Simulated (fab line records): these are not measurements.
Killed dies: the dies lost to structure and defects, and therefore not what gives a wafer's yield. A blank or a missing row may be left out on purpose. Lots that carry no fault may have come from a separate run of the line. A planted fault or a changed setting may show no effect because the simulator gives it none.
fab line records	flow n5-finfet
[record] lots = 6	wafers = 17	last-day = 19
route steps=1938 shown BEOL_M0_SAQP@648 BEOL_M4@1111 PASSIVATION@1936
lots with no fault: from the same line, run without faults
start-h: start of the lot's first displayed wafer, in hours after the record's first day	wait-h: how many hours have passed since the lot's step before this one	" unchanged from the row above	L1.1+2: one row covering several wafers at once	- no value, or no start was given	* or withheld: withheld	< > ~ a bound
route shown NAME@n: names a module that has steps shown in the file, with the first one's number in the route	usual: average and standard deviation across the fault-free wafers	same: alike in all rows	chamber/n: place in a boat	sites: per-site readings	_std_site: standard deviation of those values	_edge_site: outer sites' mean less inner sites'	radius-mm: how far each site lies from the wafer's centre	mask NAME#n: copy n	behind: the last tool/chamber to shape the wafer	hold: cause of the lot's hold/its duration in hours/its outcome	device: the transistor (n, p or np) that didn't switch	end of line: tests run on the same wafers once the route is complete	a step with no rows: only its recipe	killed: dies lost to structure and defects at the first sort, not the wafer's yield	map: a wafer's dies, x killed, . not, _ none there
set.NAME: the setting that was run; set.NAME@STEP: the one run at that earlier step	model.NAME: the simulator's own value behind a step, which no gauge read
lots at some steps of the route; a table a step, a row a wafer
services: from which hour (start-h, from the record's first day; less than 0 if before it) a tool's chamber was out of use, for how many hours, and why
[[steps]]
[step N5_BEOL_M0_SAQP_DEVELOP_13]
[recipe] develop-time-s = 30	developer = TMAH	resist = CAR-ArF	dev-temp-c = 23	rinse-liquid = diw	dry = air-spin
[step N5_BEOL_M0_SAQP_CD_MEAS_14]
[recipe] target-cd-nm = 42.5	landing-energy-ev = 500	detector = se-inlens
[usual] cd-nm = 42.6/0.4
lot.wafer	tool	chamber	start-h	wait-h	cd-nm
L663.2	cd-sem-01	0	113.24	-	42.5
L663.3	"	0	"	"	43.2
L663.4	"	0	"	"	43.0
L677.2	cd-sem-02	0	193.81	-	42.6
L677.4	"	0	"	"	42.4
L677.6	"	0	"	"	42.5
L678.1	cd-sem-02	0	198.62	-	42.9
L678.4	"	0	"	"	42.5
L678.5	"	0	"	"	43.0
L682.1	cd-sem-01	0	224.34	-	42.2
L682.2	"	0	"	"	43.0
L682.3	"	0	"	"	42.5
L683.1	cd-sem-01	0	231.69	-	43.3
L683.4	"	0	"	"	42.8
L686.1	cd-sem-02	0	246.68	-	43.7
L686.2	"	0	"	"	43.4
L686.6	"	0	"	"	43.1
[step N5_BEOL_M0_SAQP_OVL_MEAS_15]
[recipe] points-per-wafer = 44
[usual] M0_CORE_OVL = 0.1/0.67
lot.wafer	tool	chamber	start-h	wait-h	M0_CORE_OVL[nm]
L663.2	overlay-01	0	113.27	0.0	-0.8
L663.3	"	0	"	"	-1.0
L663.4	"	0	"	"	-0.4
L677.2	overlay-02	0	193.84	0.0	0.5
L677.4	"	0	"	"	1.5
L677.6	"	0	"	"	0.3
L678.1	overlay-01	0	198.65	0.0	1.3
L678.4	"	0	"	"	0.6
L678.5	"	0	"	"	0.1
L682.1	overlay-02	0	224.37	0.0	0.2
L682.2	"	0	"	"	-0.8
L682.3	"	0	"	"	-0.4
L683.1	overlay-02	0	231.72	0.0	0.3
L683.4	"	0	"	"	-0.3
L686.1	overlay-02	0	246.71	0.0	-0.2
L686.2	"	0	"	"	1.3
L686.6	"	0	"	"	1.3
[step N5_BEOL_M0_SAQP_INSPECT_16]
[recipe] mode = adi	inspect-instrument = brightfield
[usual] raw-defect-count = 508/140
lot.wafer	tool	chamber	start-h	wait-h	raw-defect-count
L663.2	defect-inspect-02	-	113.29	0.0	367
L663.3	"	-	"	"	514
L663.4	"	-	"	"	521
L677.2	defect-inspect-02	-	193.86	0.0	398
L677.4	"	-	"	"	441
L677.6	"	-	"	"	484
L678.1	defect-inspect-01	-	198.68	0.0	557
L678.4	"	-	"	"	406
L678.5	"	-	"	"	510
L682.1	defect-inspect-02	-	224.40	0.0	361
L682.2	"	-	"	"	379
L682.3	"	-	"	"	358
L683.1	defect-inspect-01	-	231.74	0.0	763
L683.4	"	-	"	"	733
L686.1	defect-inspect-02	-	246.73	0.0	774
L686.2	"	-	"	"	852
L686.6	"	-	"	"	529
[step N5_BEOL_M0_SAQP_DESCUM_19]
[recipe] chemistry = O2	time-s = 7.9	source-power-w = 50	bias-power-w = 20	pressure-mtorr = 20	rf-frequency-hz = 2.712e+07	temp-c = 40	resist = CAR-ArF	o2-flow-sccm = 225
[step N5_BEOL_M0_SAQP_ETCH_83]
[recipe] chemistry = CF4	target = SiARC	target-depth-a = 390	mask-material = CAR-ArF	time-s = 65	ion-energy-ev = 80	pressure-mtorr = 40	source-w = 545	bias-w = 36	Ar_flow_sccm = 100	cf4-flow-sccm = 100	ends = cleared
[usual] bias-w = 36.02/0.1	drypump-motor-current-A = 5.4/0.43	etch-rf-on-time-s = 65.4/1.9	oes-product-au = 0.70/0.088	rf-vpp-V = 183.9/1.2	showerhead-plenum-p-Torr = 2.13/0.075	throttle-valve-pct = 15.62/0.23
lot.wafer	tool	chamber	start-h	wait-h	bias-w	drypump-motor-current-A	etch-rf-on-time-s	oes-product-au	rf-hours-counter-h	rf-vpp-V	showerhead-plenum-p-Torr	throttle-valve-pct
L663.2	rie-diel-03	2	113.36	0.0	35.83	5.1	63.8	0.73	84	183.4	2.18	15.67
L663.3	"	0	"	"	35.91	5.0	64.3	0.86	3	185.3	2.28	15.33
L663.4	"	1	"	"	36.04	5.6	63.1	0.64	178	182.3	2.13	15.84
L677.2	rie-diel-03	0	193.93	0.0	35.92	5.0	64.6	0.79	28	186.2	2.27	15.37
L677.4	"	2	"	"	35.97	5.0	65.1	0.69	109	183.7	2.17	15.72
L677.6	"	2	"	"	35.92	5.1	64.9	0.69	-	184.9	2.17	15.71
L678.1	rie-diel-01	1	198.75	0.0	36.07	5.1	68.4	0.62	164	182.9	2.06	15.94
L678.4	"	3	"	"	35.88	5.6	61.3	0.82	15	185.3	2.21	15.26
L678.5	"	1	"	"	36.00	5.1	68.4	0.62	-	182.8	2.06	15.93
L682.1	rie-diel-01	1	224.47	0.0	36.00	5.1	68.6	0.61	171	183.3	2.06	15.94
L682.2	"	3	"	"	35.90	5.6	61.8	0.80	23	185.1	2.20	15.28
L682.3	"	2	"	"	36.04	5.5	67.8	0.75	35	181.9	2.08	15.30
L683.1	rie-diel-04	3	232.08	0.0	36.08	6.4	65.1	0.63	159	184.8	2.13	15.75
L683.4	"	2	"	"	36.15	4.7	68.3	0.58	223	183.9	2.00	15.49
L686.1	rie-diel-04	0	247.56	0.0	35.89	5.3	64.4	0.76	35	184.4	2.17	15.60
L686.2	"	2	"	"	35.92	4.8	67.8	0.58	230	183.8	2.00	15.51
L686.6	"	3	"	"	35.80	6.4	64.8	0.63	-	185.1	2.12	15.77
[step N5_BEOL_M0_SAQP_ETCH_84]
[recipe] chemistry = N2/H2	target = SOC	target-depth-a = 1000	overetch-a = 200	mask-material = SiARC	temp-c = 40	time-s = 150	ion-energy-ev = 200	pressure-mtorr = 30	source-w = 840	bias-w = 150	n2-flow-sccm = 200	h2-flow-sccm = 200
[usual] bias-w = 150.0/0.46	drypump-motor-current-A = 5.4/0.43	oes-product-au = 0.73/0.087	rf-vpp-V = 523.5/2.5	showerhead-plenum-p-Torr = 2.52/0.084	throttle-valve-pct = 17.84/0.3
lot.wafer	tool	chamber	start-h	wait-h	bias-w	drypump-motor-current-A	oes-product-au	rf-hours-counter-h	rf-vpp-V	showerhead-plenum-p-Torr	throttle-valve-pct
L663.2	rie-diel-03	2	113.41	0.0	149.5	5.1	0.75	84	525.4	2.58	17.79
L663.3	"	0	"	"	149.8	5.0	0.89	3	527.3	2.68	17.27
L663.4	"	1	"	"	150.6	5.6	0.66	178	523.1	2.53	18.08
L677.2	rie-diel-03	0	193.98	0.0	149.8	5.0	0.82	29	528.9	2.67	17.33
L677.4	"	2	"	"	150.4	5.1	0.72	109	523.0	2.57	17.83
L677.6	"	2	"	"	150.8	5.1	0.73	-	524.0	2.57	17.86
L678.1	rie-diel-01	1	198.80	0.0	149.3	5.1	0.67	164	521.0	2.42	18.14
L678.4	"	3	"	"	151.3	5.6	0.83	15	524.8	2.57	17.22
L678.5	"	1	"	"	149.2	5.1	0.67	-	521.4	2.42	18.15
L682.1	rie-diel-01	1	224.52	0.0	149.8	5.1	0.67	171	519.5	2.41	18.15
L682.2	"	3	"	"	150.0	5.6	0.81	23	526.2	2.57	17.24
L682.3	"	2	"	"	150.4	5.4	0.81	35	522.9	2.47	17.55
L683.1	rie-diel-04	3	232.13	0.0	149.9	6.4	0.66	159	524.3	2.56	18.23
L683.4	"	2	"	"	150.1	4.7	0.63	223	518.6	2.43	18.01
L686.1	rie-diel-04	0	247.61	0.0	151.0	5.3	0.80	35	526.4	2.59	17.88
L686.2	"	2	"	"	150.0	4.8	0.62	230	520.0	2.43	18.04
L686.6	"	3	"	"	150.4	6.4	0.66	-	524.0	2.55	18.23
[step N5_BEOL_M0_SAQP_STRIP_80]
[recipe] chemistry = N2/H2	temp-c = 40	n2-flow-sccm = 200	h2-flow-sccm = 200	rf-frequency-hz = 6e+07
[step N5_BEOL_M0_SAQP_HM_OPEN_112]
[recipe] chemistry = CHF3/O2	target = SiO2	stop-on = a-Si	target-depth-a = 120	over-etch-frac = 1.25	mask-material = SOC	time-s = 13.5	pressure-mtorr = 30	source-w = 650	bias-w = 170	Ar_flow_sccm = 200	CHF3_flow_sccm = 50	O2_flow_sccm = 5	ion-energy-ev = 200	ends = end-point
[usual] bias-w = 170.1/0.52	drypump-motor-current-A = 5.4/0.43	oes_ar_750_au = 0.82/0.098	oes-product-au = 0.54/0.064	rf-vpp-V = 528/13	showerhead-plenum-p-Torr = 2.39/0.084	throttle-valve-pct = 18.86/0.26
lot.wafer	tool	chamber	start-h	wait-h	bias-w	drypump-motor-current-A	oes_ar_750_au	oes-product-au	rf-hours-counter-h	rf-vpp-V	showerhead-plenum-p-Torr	throttle-valve-pct
L663.2	rie-diel-03	2	113.52	0.0	169.5	5.0	0.85	0.55	85	517	2.45	18.89
L663.3	"	0	"	"	170.3	5.0	1.00	0.64	3	514	2.56	18.57
L663.4	"	1	"	"	170.9	5.6	0.74	0.48	178	531	2.38	18.95
L677.2	rie-diel-03	0	194.09	0.0	170.2	5.0	0.92	0.59	29	514	2.55	18.60
L677.4	"	2	"	"	168.9	5.1	0.82	0.53	109	516	2.44	18.94
L677.6	"	2	"	"	169.1	5.1	0.82	0.53	-	514	2.44	18.93
L678.1	rie-diel-01	1	198.90	0.0	170.0	5.1	0.73	0.49	164	527	2.33	19.32
L678.4	"	3	"	"	170.9	5.6	0.94	0.60	15	513	2.48	18.54
L678.5	"	1	"	"	170.5	5.1	0.73	0.48	-	531	2.33	19.32
L682.1	rie-diel-01	1	224.62	0.0	170.3	5.1	0.72	0.49	172	528	2.33	19.31
L682.2	"	3	"	"	169.3	5.6	0.92	0.59	23	511	2.48	18.54
L682.3	"	2	"	"	169.9	5.5	0.89	0.59	36	551	2.33	18.49
L683.1	rie-diel-04	3	232.24	0.0	170.9	6.4	0.75	0.49	159	517	2.40	19.03
L683.4	"	2	"	"	169.4	4.8	0.69	0.46	223	505	2.26	18.69
L686.1	rie-diel-04	0	247.72	0.0	170.2	5.3	0.90	0.59	35	536	2.46	18.96
L686.2	"	2	"	"	169.6	4.7	0.69	0.46	230	506	2.25	18.70
L686.6	"	3	"	"	170.5	6.4	0.75	0.50	-	515	2.40	19.02
[step N5_BEOL_M0_SAQP_STRIP_113]
[recipe] chemistry = CHF3/O2	resist = SiARC	rf-frequency-hz = 6e+07
[step N5_BEOL_M0_SAQP_MANDREL_ETCH_20]
[recipe] target-depth-a = 600	chemistry = HBr/Cl2	target = a-Si	stop-on = SiNx	bt-time-s = 10	mask-material = SOC	over-etch-frac = 0.5	time-s = 30	pressure-mtorr = 10	icp-w = 800	bias-w = 75	HBr_flow_sccm = 150	Cl2_flow_sccm = 80	ends = end-point
[usual] bias-w = 74.96/0.24	drypump-motor-current-A = 5.7/0.54	oes-product-au = 0.776/0.013	throttle-valve-pct = 35.2/0.34
lot.wafer	tool	chamber	start-h	wait-h	bias-w	drypump-motor-current-A	oes-product-au	rf-hours-counter-h	throttle-valve-pct
L663.2	rie-si-05	2	113.60	0.0	74.67	5.1	0.763	77	34.6
L663.3	"	0	"	"	74.94	5.4	0.761	94	35.7
L663.4	"	3	"	"	74.62	6.3	0.778	126	35.2
L677.2	rie-si-04	2	194.17	0.0	74.84	5.0	0.756	1	35.8
L677.4	"	3	"	"	75.31	5.7	0.799	8	34.9
L677.6	"	0	"	"	74.90	5.7	0.790	-	35.4
L678.1	rie-si-06	2	198.99	0.0	75.49	6.6	0.753	151	34.9
L678.4	"	0	"	"	74.63	5.7	0.793	145	35.6
L678.5	"	1	"	"	74.72	6.6	0.763	-	35.6
L682.1	rie-si-06	2	224.71	0.0	74.70	6.7	0.765	152	34.9
L682.2	"	0	"	"	74.97	5.7	0.794	146	35.6
L682.3	"	3	"	"	75.06	5.4	0.774	144	35.3
L683.1	rie-si-06	3	232.32	0.0	74.98	5.4	0.778	145	35.3
L683.4	"	2	"	"	74.84	6.7	0.771	-	34.9
L686.1	rie-si-06	0	247.80	0.0	75.04	5.7	0.788	146	35.6
L686.2	"	2	"	"	74.59	6.7	0.757	152	34.9
L686.6	"	3	"	"	75.08	5.4	0.777	-	35.3
[step N5_BEOL_M0_SAQP_STRIP_86]
[recipe] chemistry = N2/H2	power-w = 500	temp-c = 40	pressure-mtorr = 50	rf-frequency-hz = 6e+07	overash-fraction = 0.3	bias-power-w = 28	h2-frac = 0.5	n2-flow-sccm = 300	h2-flow-sccm = 300
[usual] bias-power-w = 28.01/0.089	chamber-pressure-mTorr = 50.00/0.071	drypump-motor-current-A = 5.5/0.49	oes-product-au = 0.82/0.088	rf-vpp-V = 121.9/1.5	showerhead-plenum-p-Torr = 3.34/0.089	throttle-valve-pct = 19.0/0.43
lot.wafer	tool	chamber	start-h	wait-h	bias-power-w	chamber-pressure-mTorr	drypump-motor-current-A	oes-product-au	rf-hours-counter-h	rf-vpp-V	showerhead-plenum-p-Torr	throttle-valve-pct
L663.2	rie-diel-04	0	113.74	0.1	28.00	50.03	5.3	0.97	2	122.9	3.43	18.9
L663.3	"	3	"	"	28.11	50.02	6.4	0.78	126	124.4	3.39	19.6
L663.4	"	2	"	"	27.83	49.93	4.8	0.72	189	121.0	3.23	19.2
L677.2	rie-diel-01	0	194.27	0.1	28.17	49.98	5.3	0.97	3	123.0	3.57	18.6
L677.4	"	3	"	"	28.10	50.06	5.6	0.91	14	119.8	3.40	18.3
L677.6	"	1	"	"	28.05	50.06	5.1	0.72	-	121.9	3.20	19.4
L678.1	rie-diel-04	0	199.09	0.1	28.06	49.93	5.3	0.92	21	122.3	3.42	19.0
L678.4	"	2	"	"	28.04	49.88	4.7	0.70	214	121.7	3.22	19.3
L678.5	"	1	"	"	27.86	49.98	5.7	0.80	-	125.1	3.34	18.7
L682.1	rie-diel-03	2	224.88	0.1	27.98	50.11	5.1	0.80	115	121.8	3.39	18.8
L682.2	"	0	"	"	27.93	50.01	5.0	0.90	35	121.6	3.51	18.0
L682.3	"	3	"	"	28.01	50.07	6.2	0.80	59	121.8	3.27	18.8
L683.1	rie-diel-01	3	232.42	0.1	28.19	49.95	5.6	0.90	27	121.8	3.39	18.4
L683.4	"	1	"	"	28.13	50.13	5.1	0.72	-	120.3	3.19	19.4
L686.1	rie-diel-04	3	248.03	0.2	27.87	50.01	6.4	0.73	165	121.9	3.37	19.6
L686.2	"	0	"	"	28.21	49.98	5.3	0.89	35	120.9	3.42	19.0
L686.6	"	0	"	"	28.18	50.02	5.3	0.88	-	119.2	3.42	19.0
[step N5_BEOL_M0_SAQP_STRIP_115]
[recipe] chemistry = post-etch-residue-remover	time-s = 60	temp-c = 25	remover-ph = withheld	remover-water-wt-pct = withheld	remover-fluoride-wt-pct = withheld
[usual] run-length-s = 67.1/2.1	temp-c = 25.01/0.1
lot.wafer	tool	chamber	start-h	wait-h	run-length-s	temp-c
L663.2	wet-bench-05	6	113.80	-	66.3	24.99
L663.3	"	1	"	"	66.5	25.03
L663.4	"	5	"	"	67.1	25.19
L677.2	wet-bench-05	1	194.33	-	-	-
L677.4	"	3	"	"	-	-
L677.6	"	4	"	"	-	-
L678.1	wet-bench-03	5	199.15	-	-	-
L678.4	"	0	"	"	-	-
L678.5	"	2	"	"	-	-
L682.1	wet-bench-05	4	224.95	-	65.2	25.30
L682.2	"	3	"	"	66.1	24.75
L682.3	"	5	"	"	66.1	25.01
L683.1	wet-bench-03	3	232.49	-	72.8	24.99
L683.4	"	7	"	"	72.4	25.08
L686.1	wet-bench-03	3	248.10	-	73.0	25.00
L686.2	"	0	"	"	72.9	24.89
L686.6	"	7	"	"	72.3	24.90
[step N5_BEOL_M0_SAQP_SRD_93]
[recipe] dry = ipa-marangoni	time-s = 30	temp-c = 23	rinse-liquid = diw
[step N5_BEOL_M4_RC_MEAS_101]
[usual] DIBL_N = 36.5/2.2	DIBL_P = 36.9/2.9	IOFF_N = 0.17/0.044	IOFF_P = 0.22/0.052	ION_N = 671/16	ION_P = 461/10	SS_N = 71.6/0.73	SS_P = 73.5/0.79	VT_N = 250/4.1	VT_P = -250/4.1
lot.wafer	tool	chamber	start-h	wait-h	DIBL_N[mV/V]	DIBL_P[mV/V]	IOFF_N[nA/um]	IOFF_P[nA/um]	ION_N[uA/um]	ION_P[uA/um]	SS_N[mV/dec]	SS_P[mV/dec]	VT_N[mV]	VT_P[mV]
L663.2	prober-01	0	178.79	0.2	33.2	33.3	0.11	0.14	671	456	70.3	72.2	254	-258
L663.3	"	0	"	"	31.7	33.4	0.09	0.14	645	451	69.8	72.1	259	-257
L663.4	"	0	"	"	34.6	33.1	0.12	0.13	650	444	71.3	72.3	257	-260
L677.2	prober-02	0	268.72	0.2	38.8	40.6	0.19	0.26	666	463	71.6	74.2	248	-248
L677.4	"	0	"	"	34.5	34.9	0.13	0.18	662	460	71.5	73.4	253	-252
L677.6	"	0	"	"	34.7	35.1	0.12	0.18	662	455	71.3	73.3	254	-257
L678.1	prober-01	0	291.19	0.3	37.5	39.0	0.21	0.25	686	475	72.1	73.5	248	-248
L678.4	"	0	"	"	37.5	38.9	0.18	0.24	670	459	72.2	73.6	249	-251
L678.5	"	0	"	"	35.6	36.9	0.16	0.21	665	455	71.7	73.2	249	-250
L682.1	prober-02	0	296.85	0.0	38.8	40.5	0.21	0.25	686	460	72.5	73.7	245	-250
L682.2	"	0	"	"	36.8	38.2	0.19	0.23	680	465	71.8	73.5	244	-248
L682.3	"	0	"	"	37.6	38.7	0.19	0.23	680	464	71.8	73.1	246	-248
L683.1	prober-02	0	315.57	0.0	37.2	37.1	0.19	0.28	680	470	71.5	74.5	248	-243
L683.4	"	0	"	"	37.0	37.2	0.19	0.28	690	481	71.4	74.3	248	-241
L686.1	prober-01	0	340.34	0.0	39.0	41.7	0.23	0.29	690	480	73.1	74.8	244	-245
L686.2	"	0	"	"	36.1	36.9	0.15	0.20	665	458	72.1	73.8	252	-250
L686.6	"	0	"	"	36.4	37.6	0.15	0.21	662	450	71.4	73.3	248	-250
[step N5_PASSIVATION_PROBE_49]
[usual] defect-limited-yield = 91.3/1.4	killed_at_M0_to_M3 = 36/10	killed_at_M4_up = 13/5.4	killed-at-contacts = 12/5.3	killed-at-front-end = 39/10	killed-at-other = 3.2/2.7	killed-dies = 103/16	killed-open = 68/13	killed-short = 33/6.6	sort_bin_5_function = 5.1/0.92	sort_bin_6_memory = 3.3/0.68	sort_bin_8_speed = 0.1/0.41	sort-n-pass = 1077/17	sort-yield-pct = 91.2/1.4
[same] gross-dies = 1180	killed-at-back-side = 0	sort_bin_4_leakage[%] = 0
lot.wafer	tool	chamber	start-h	wait-h	defect-limited-yield[%]	killed_at_M0_to_M3	killed_at_M4_up	killed-at-contacts	killed-at-front-end	killed-at-other	killed-dies	killed-open	killed-short	sort_bin_5_function[%]	sort_bin_6_memory[%]	sort_bin_8_speed[%]	sort-n-pass	sort-yield-pct[%]
L663.2	prober-01	-	290.94	0.1	91.6	39	13	10	33	4	99	71	25	3.7	4.4	0	1081	91.6
L663.3	prober-01	-	290.99	0.1	92.1	41	7	6	38	1	93	58	32	4.7	3.0	0	1087	92.1
L663.4	prober-01	-	291.04	0.2	92.7	32	6	11	35	2	86	64	21	5.3	1.9	0.3	1091	92.5
L678.1	prober-01	-	412.01	0.0	91.7	33	5	9	49	2	98	67	27	4.5	3.5	0	1082	91.7
L678.4	prober-01	-	412.16	0.2	89.8	35	15	19	47	4	120	86	34	5.3	4.7	0	1060	89.8
L678.5	prober-01	-	412.21	0.2	89.4	39	9	14	52	11	125	73	52	6.0	3.9	0	1055	89.4
// killed by level:class
L663.2 FIN_SAQP:geometric-particle:open=14 BEOL_M2:geometric-particle:open=13 MOL_CONTACT_COAG:geometric-particle:open=9 BEOL_M3:geometric-particle:open=6 FIN_SAQP:geometric-particle:short=4 BEOL_M0:geometric-particle:short=4 BEOL_M7:geometric-particle:open=4 BEOL_M0_SAQP:geometric-particle:open=3
L663.3 FIN_SAQP:geometric-particle:open=7 BEOL_M0:geometric-particle:short=7 BEOL_M1:geometric-particle:open=7 BEOL_M3:geometric-particle:open=7 STI_FIN_REVEAL:geometric-particle:open=6 DUMMY_GATE:geometric-particle:open=6 BEOL_M2:geometric-particle:open=6 FIN_SAQP:geometric-particle:short=5
L663.4 MOL_CONTACT_COAG:geometric-particle:open=10 BEOL_M0:geometric-particle:open=8 BEOL_M2:geometric-particle:open=7 BEOL_M3:geometric-particle:open=7 FIN_SAQP:geometric-particle:open=6 FIN_SAQP:geometric-particle:short=5 DUMMY_GATE:geometric-particle:open=5 STARTING-WAFER:geometric-particle:short=5
L678.1 DUMMY_GATE:geometric-particle:open=13 BEOL_M3:geometric-particle:open=11 STI_FIN_REVEAL:geometric-particle:open=7 MOL_CONTACT_COAG:geometric-particle:open=6 BEOL_M2:geometric-particle:open=6 STARTING-WAFER:geometric-particle:short=6 FIN_SAQP:geometric-particle:open=5 BEOL_M1:geometric-particle:open=4
L678.4 MOL_CONTACT_COAG:geometric-particle:open=15 STI_FIN_REVEAL:geometric-particle:open=11 BEOL_M3:geometric-particle:open=8 DUMMY_GATE:geometric-particle:open=7 BEOL_M1:geometric-particle:open=6 ILD0:geometric-particle:open=6 BEOL_M0_SAQP:geometric-particle:open=6 BEOL_M0_SAQP:geometric-particle:short=5
L678.5 DUMMY_GATE:geometric-particle:open=13 BEOL_M3:geometric-particle:short=10 MOL_CONTACT_COAG:geometric-particle:open=9 FIN_SAQP:geometric-particle:open=8 STI_FIN_REVEAL:geometric-particle:open=7 BEOL_M3:geometric-particle:open=7 GATE_CUT:geometric-particle:short=6 BEOL_M4:geometric-particle:short=6
[[services]]
tool	chamber	start-h	hours	kind
rie-si-06	2	90.65	7.5	repair
rie-si-04	-	91.00	14.6	pm
rie-diel-04	0	93.96	-	clean
rie-diel-04	0	93.96	-	consumable-replace:focus-ring
rie-diel-04	0	93.96	15.1	scheduled-down
rie-diel-04	0	93.96	15.1	vent-cycle
rie-diel-04	2	96.27	15.7	repair
rie-si-05	2	98.46	6.1	repair
rie-diel-01	2	99.32	-	clean
rie-diel-01	2	99.32	-	consumable-replace:focus-ring
rie-diel-01	2	99.32	21.5	scheduled-down
rie-diel-01	2	99.32	21.5	vent-cycle
rie-si-05	-	133.79	0.1	repair
rie-diel-04	-	136.35	1.1	repair
rie-si-06	2	139.66	1.6	repair
rie-diel-04	0	152.81	8.1	repair
rie-diel-04	-	167.56	0.5	repair
rie-si-04	2	177.00	1.5	repair
rie-si-04	3	202.34	7.4	repair
rie-si-06	1	214.65	134.4	repair
rie-diel-01	0	223.37	15.1	repair
rie-diel-01	3	232.64	22.4	repair
rie-si-06	-	233.98	0.5	repair
rie-diel-03	-	244.35	28.1	pm
[[key]]
[first-sign] step = N5_BEOL_M0_SAQP_STRIP_115	reading = tool-record	direction = missing
effect none on later readings
met-at N5_BEOL_M0_SAQP_STRIP_115
struck-wafers L677.2,L677.4,L677.6,L678.1,L678.4,L678.5
onset-between 113.80 194.33
[fault] kind = skipped-step-whole	tool = wet-bench-03,wet-bench-05	chamber = -	onset-h = 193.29	steps = N5_BEOL_M0_SAQP_STRIP_115	scope = struck-lots-only
